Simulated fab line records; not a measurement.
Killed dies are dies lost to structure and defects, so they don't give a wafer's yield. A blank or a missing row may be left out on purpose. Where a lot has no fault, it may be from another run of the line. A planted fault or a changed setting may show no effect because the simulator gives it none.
Chamber matching / flow nand-harc / NHARC_A_M0_DESCUM_14 on rie-diel-09: 4 sister chambers
The step chemistry O2, time 3 s. 7 wafers are shown with their chamber, then 7 later ones without.

== EACH WAFER AND ITS CHAMBER ==
wafer=L106.6; chamber=1; showerhead-plenum-p-Torr (Torr)=1.87; drypump-motor-current-A (A)=5.3
wafer=L107.3; chamber=3; showerhead-plenum-p-Torr (Torr)=1.89; drypump-motor-current-A (A)=5.8
wafer=L107.6; chamber=3; showerhead-plenum-p-Torr (Torr)=1.89; drypump-motor-current-A (A)=5.9
wafer=L111.4; chamber=0; showerhead-plenum-p-Torr (Torr)=2.01; drypump-motor-current-A (A)=5.9
wafer=L111.6; chamber=2; showerhead-plenum-p-Torr (Torr)=1.96; drypump-motor-current-A (A)=6.1
wafer=L119.1; chamber=0; showerhead-plenum-p-Torr (Torr)=2.01; drypump-motor-current-A (A)=5.9
wafer=L119.2; chamber=2; showerhead-plenum-p-Torr (Torr)=1.95; drypump-motor-current-A (A)=6.1

== WAFERS WITHOUT THEIR CHAMBER ==
wafer=L119.4; showerhead-plenum-p-Torr (Torr)=1.87; drypump-motor-current-A (A)=5.3
wafer=L122.2; showerhead-plenum-p-Torr (Torr)=1.87; drypump-motor-current-A (A)=5.3
wafer=L122.3; showerhead-plenum-p-Torr (Torr)=2.01; drypump-motor-current-A (A)=5.9
wafer=L122.5; showerhead-plenum-p-Torr (Torr)=2.01; drypump-motor-current-A (A)=5.9
wafer=L121.4; showerhead-plenum-p-Torr (Torr)=1.89; drypump-motor-current-A (A)=5.8
wafer=L121.5; showerhead-plenum-p-Torr (Torr)=2.01; drypump-motor-current-A (A)=5.9
wafer=L121.6; showerhead-plenum-p-Torr (Torr)=1.87; drypump-motor-current-A (A)=5.3

== WHICH CHAMBER EACH ONE RAN IN ==
wafer=L119.4; from the rows above=1; in truth=1
wafer=L122.2; from the rows above=1; in truth=1
wafer=L122.3; from the rows above=0; in truth=0
wafer=L122.5; from the rows above=0; in truth=0
wafer=L121.4; from the rows above=3; in truth=3
wafer=L121.5; from the rows above=0; in truth=0
wafer=L121.6; from the rows above=1; in truth=1
7 of 7 placed correctly. Can't be placed from these rows: 0. Wrongly placed: 0.
How it was worked out, from the rows above alone: a wafer's distance from a chamber is the root of the sum, over the readings, of the square of ((its reading less the chamber's mean) divided by the reading's scatter). The wafer belongs to the nearest chamber; if the next one is less than 2 further off, it can't be placed. The mean given for a chamber averages the wafers shown for that chamber. The scatter: the root of (the sum of the squares of (reading less its chamber's mean) over the shown wafers, divided by (wafers less chambers)).
